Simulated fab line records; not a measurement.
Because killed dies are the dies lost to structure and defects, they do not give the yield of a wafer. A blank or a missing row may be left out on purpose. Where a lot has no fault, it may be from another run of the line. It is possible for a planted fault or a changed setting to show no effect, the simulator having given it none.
Comparing a struck lot with a sound one -- flow n5-finfet -- 16 out of 1938 route steps
Sound: wafers L381.1, L381.4, L381.6. Struck: wafer L399.5 (left out: L399.4, a lot-mate that was not struck); the cause follows at the end.
For every step that has rows: the tool of each side, followed by ch and its chambers, followed by its first start. Under that, the readings that differ: sound wafers -- struck wafers -- difference of the means -- sigmas: that difference in standard deviations of wafers without a fault.
alike: readings with means less than 2 such deviations apart, plus words and numbers identical on both sides. not compared: withheld readings, readings lacking a value on some wafer, bounds such as >300 that could conceal the same value, and numbers that have no deviation in the record and whose values overlap.
Wherever a step has rows on one side only, a row that says differs or no value, or a row with sigmas, the two part there. Numbers that don't overlap but have no deviation are shown without sigmas and don't part them. A reading missing from all wafers of one side parts the sides only when that side holds two or more wafers.

first, 1 step without rows for these wafers: N5_GATE_CUT_ETCH_36 (etches SiARC in CF4, target depth 13 nm, time 21.7 s).
N5_GATE_CUT_ETCH_37: etches SOC in N2/H2, target depth 60 nm, overetch 12 nm, time 90 s.
  sound on rie-diel-03 ch 0,1,2, day 4 22:10; struck on rie-diel-06 ch 2, day 9 13:26
  alike: drypump-motor-current-A, oes-product-au, rf-fwd-power-W, rf-vpp-V, showerhead-plenum-p-Torr, temp-c, throttle-valve-pct
  not compared: rf-hours-counter-h
then, 3 steps without rows for these wafers: N5_GATE_CUT_STRIP_38 (strips in N2/H2); N5_GATE_CUT_STRIP_39 (strips in N2/H2); N5_GATE_CUT_HM_OPEN_40 (chemistry C4F6/O2, target SiO2, target depth 139 nm, time 85.1 s).
N5_GATE_CUT_STRIP_41: strips in CF4.
  sound on rie-diel-03 ch 0,1,2, day 4 22:18; struck on rie-diel-06 ch 2, day 9 13:35
  alike: drypump-motor-current-A, oes-product-au, rf-fwd-power-W, rf-vpp-V, showerhead-plenum-p-Torr, throttle-valve-pct
  not compared: rf-hours-counter-h
then, 2 steps without rows for these wafers: N5_GATE_CUT_STRIP_42 (strips in O2); N5_GATE_CUT_ETCH_19 (etches SiNx in CH3F/O2, target depth 53.7 nm, time 76.7 s).
N5_GATE_CUT_CUT_ETCH_53: etches W in SF6/Cl2, target depth 79.2 nm.
  sound on rie-metal-03 ch 0,1, day 4 22:28; struck on rie-metal-03 ch 1, day 9 13:47
reading,sound,struck,difference,sigmas
oes-product-au (a.u.),0.67 0.55 0.54,0.83,+0.24,+3
  alike: SF6_flow_sccm, drypump-motor-current-A, etch-rf-on-time-s, rf-fwd-power-W, throttle-valve-pct
  not compared: rf-hours-counter-h
then, 2 steps without rows for these wafers: N5_GATE_CUT_CUT_ETCH_54 (etches TiN in Cl2/BCl3, target depth 96.7 nm); N5_GATE_CUT_CUT_ETCH_55 (etches HfO2 in BCl3, target depth 3.2 nm).
N5_GATE_CUT_ETCH_47: etches SiO2 in Cl2/BCl3, target depth 10 nm.
  sound on rie-metal-03 ch 0,1, day 4 22:37; struck on rie-metal-03 ch 1, day 9 13:56
reading,sound,struck,difference,sigmas
oes-product-au (a.u.),0.77 0.60 0.60,0.92,+0.26,+3
  alike: drypump-motor-current-A, rf-fwd-power-W, throttle-valve-pct
  not compared: rf-hours-counter-h
N5_GATE_CUT_VAPOR_ETCH_48: etches TiN in BCl3/Cl2.
  sound on rie-metal-03 ch 0,1, day 4 22:39; struck on rie-metal-03 ch 1, day 9 13:58
reading,sound,struck,difference,sigmas
oes-product-au (a.u.),0.77 0.60 0.60,1.30,+0.64,+8
  alike: drypump-motor-current-A
N5_GATE_CUT_VAPOR_ETCH_49: etches TiAlC in BCl3/Cl2.
  sound on rie-metal-03 ch 0,1, day 4 22:41; struck on rie-metal-03 ch 1, day 9 13:59
reading,sound,struck,difference,sigmas
oes-product-au (a.u.),0.75 0.60 0.60,0.91,+0.26,+3
  alike: drypump-motor-current-A
-- here the record skips 4 days between the struck wafers' starts before and after, leaving off in module GATE_CUT and picking up in module BEOL_M4 (first step shown: number 1111 of the route) --
N5_BEOL_M4_RC_MEAS_101:
  sound on prober-02 ch 0, day 7 20:25; struck on prober-02 ch 0, day 13 16:12
reading,sound,struck,difference,sigmas
IOFF_N (nA/um),0.186 0.160 0.137,0.122,-0.039,-2
IOFF_P (nA/um),0.255 0.230 0.204,0.162,-0.068,-2
ION_N (uA/um),703 678 680,659,-28,-3
ION_P (uA/um),479 470 469,449,-24,-3
VT_N (mV),242.8 245.2 250.8,253.1,+6.8,+3
VT_P (mV),-246 -247 -249,-254,-7,-2
  alike: DIBL_N, DIBL_P, SS_N, SS_P
N5_PASSIVATION_PROBE_49:
  sound wafers here have rows in the record (prober-01, day 12 10:18); struck ones have none

== WHERE THEY PART ==
Earliest at N5_GATE_CUT_CUT_ETCH_53; latest, in this record, at N5_PASSIVATION_PROBE_49.

WHY: what had been put in by the simulator
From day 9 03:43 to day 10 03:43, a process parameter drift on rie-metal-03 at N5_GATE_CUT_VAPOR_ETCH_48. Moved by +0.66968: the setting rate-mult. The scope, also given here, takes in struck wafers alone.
